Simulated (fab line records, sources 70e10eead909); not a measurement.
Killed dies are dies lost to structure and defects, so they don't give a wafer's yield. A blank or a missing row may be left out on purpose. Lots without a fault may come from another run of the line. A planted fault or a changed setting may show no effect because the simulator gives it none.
Tool commonality check | flow nand_harc | 4 lots, 12 wafers sampled

WHY IT WAS OPENED
At NHARC_END_SORT_01 the reading killed_at_periphery is flagged on 2 of 4 lots. Wafers without a fault read 4.0, standard deviation 3.
Rule: a lot is flagged when every wafer of it that has a number lies more than 4 standard deviations from that mean, or none has a number. The other lots count as sound.

lot  | measured     | on        | killed_at_periphery, wafer by wafer | flag
L803 | day 25 16:10 | prober-01 | 3 0 1                               |
L806 | day 27 06:13 | prober-02 | 592 615 597                         | FLAGGED
L811 | day 29 12:43 | prober-01 | 609 623 611                         | FLAGGED
L815 | day 31 03:42 | prober-01 | 2 2 4                               |
The numbers of the flagged lots are 607.8 on average: +603.8 against the usual, or +99 or more standard deviations.

WHICH TOOL RAN EACH LOT
The record holds 2 process steps before the reading, out of a route of 1302 steps. In each cell: the tool, then ch and the chambers that the sampled wafers went through, then the start.
lot  | flag    | NHARC_P_CONTACT_ETCH_31                       | NHARC_P_M0_DEP_00
L803 |         | rie_diel-03 ch 0,1,3, day 7 11:07 or earlier  | pecvd-01 ch 0,1, day 7 11:07
L806 | FLAGGED | rie_diel-03 ch 1,2, day 9 02:11 or earlier    | pecvd-04 ch 0,2, day 9 02:11
L811 | FLAGGED | rie_diel-12 ch 0,1, day 10 21:56 or earlier   | pecvd-01 ch 0,1,2, day 10 21:56
L815 |         | rie_diel-01 ch 1,2,3, day 12 22:53 or earlier | pecvd-01 ch 0,1, day 12 22:53
What these steps do:
- NHARC_P_CONTACT_ETCH_31: etches the open film in CH3F/O2, target depth 30 nm, time 85.7 s.
- NHARC_P_M0_DEP_00: deposits SiOC, target thk 150 nm.
- NHARC_END_SORT_01

FLAGGED OVER TOTAL, TOOL BY TOOL (the gauges that took the reading come last)
step                    | tool        | lots run | flagged | share of the flagged lots | sound lots run after its first flagged lot
NHARC_P_CONTACT_ETCH_31 | rie_diel-01 | 1        | 0       | none                      | -
NHARC_P_CONTACT_ETCH_31 | rie_diel-03 | 2        | 1       | some                      | 0
NHARC_P_CONTACT_ETCH_31 | rie_diel-12 | 1        | 1       | some                      | 0
NHARC_P_M0_DEP_00       | pecvd-01    | 3        | 1       | some                      | 1 (L815)
NHARC_P_M0_DEP_00       | pecvd-04    | 1        | 1       | some                      | 0
NHARC_END_SORT_01       | prober-01   | 3        | 1       | some                      | 1 (L815)
NHARC_END_SORT_01       | prober-02   | 1        | 1       | some                      | 0
NHARC_P_CONTACT_ETCH_31 gives no start for some lots, so the hours and the order of its lots are those of NHARC_P_M0_DEP_00.

WHAT THE TABLE ALLOWS
No row of the table ran every flagged lot.

WHAT THE SIMULATOR HAD PUT IN
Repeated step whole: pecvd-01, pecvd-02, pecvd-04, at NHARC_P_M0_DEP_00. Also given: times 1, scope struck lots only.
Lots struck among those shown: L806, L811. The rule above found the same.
